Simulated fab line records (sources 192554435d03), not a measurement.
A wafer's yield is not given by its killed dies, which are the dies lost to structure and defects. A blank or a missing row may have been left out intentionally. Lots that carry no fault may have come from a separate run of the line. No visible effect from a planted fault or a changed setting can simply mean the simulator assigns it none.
Matching of chambers | flow n5Finfet | N5_BEOL_M0_SAQP_ALD_48 on aldSin-01: 4 sister chambers
The step deposits SiO2, target thk 20 nm, pulse time 1 s, co reactant pulse time 1 s. 4 wafers are shown with their chamber, then 11 later ones without.

EACH WAFER AND ITS CHAMBER
wafer  | chamber | heaterPowerW (W)
L086.5 | 2       | 75
L090.1 | 1       | 71
L090.3 | 0       | 86
L091.3 | 3       | 69

WAFERS MISSING THEIR CHAMBER
wafer  | heaterPowerW (W)
L091.4 | 86
L091.5 | 76
L093.1 | 75
L093.4 | 70
L093.5 | 69
L094.1 | 83
L094.2 | 76
L094.4 | 70
L096.3 | 72
L096.4 | 72
L096.5 | 70

WHICH CHAMBER EACH WENT THROUGH
wafer  | from the rows above          | in truth
L091.4 | 0                            | 0
L091.5 | 2                            | 2
L093.1 | 2                            | 2
L093.4 | can't be placed: 1 or 3      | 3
L093.5 | can't be placed: 3 or 1      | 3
L094.1 | 0                            | 0
L094.2 | 2                            | 2
L094.4 | can't be placed: 1 or 3      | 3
L096.3 | can't be placed: 1 or 2 or 3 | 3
L096.4 | can't be placed: 1 or 2 or 3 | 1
L096.5 | can't be placed: 1 or 3      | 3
Placed correctly: 5 of 11. These rows do not allow placing 6 (true chamber among the candidates in 6). Number placed wrongly: 0.
How it was worked out, from the rows above alone: a wafer's distance from a chamber is the root of the sum, over the readings, of the square of ((its reading less the chamber's mean) divided by the reading's scatter). If the next closest chamber is less than 2 further off than the closest, the wafer can't be placed; otherwise it belongs to the closest. The mean given for a chamber averages the wafers shown for that chamber. The scatter: with one shown wafer a chamber, the root of the mean of the squares of how far each hidden wafer lies from its nearest shown one.
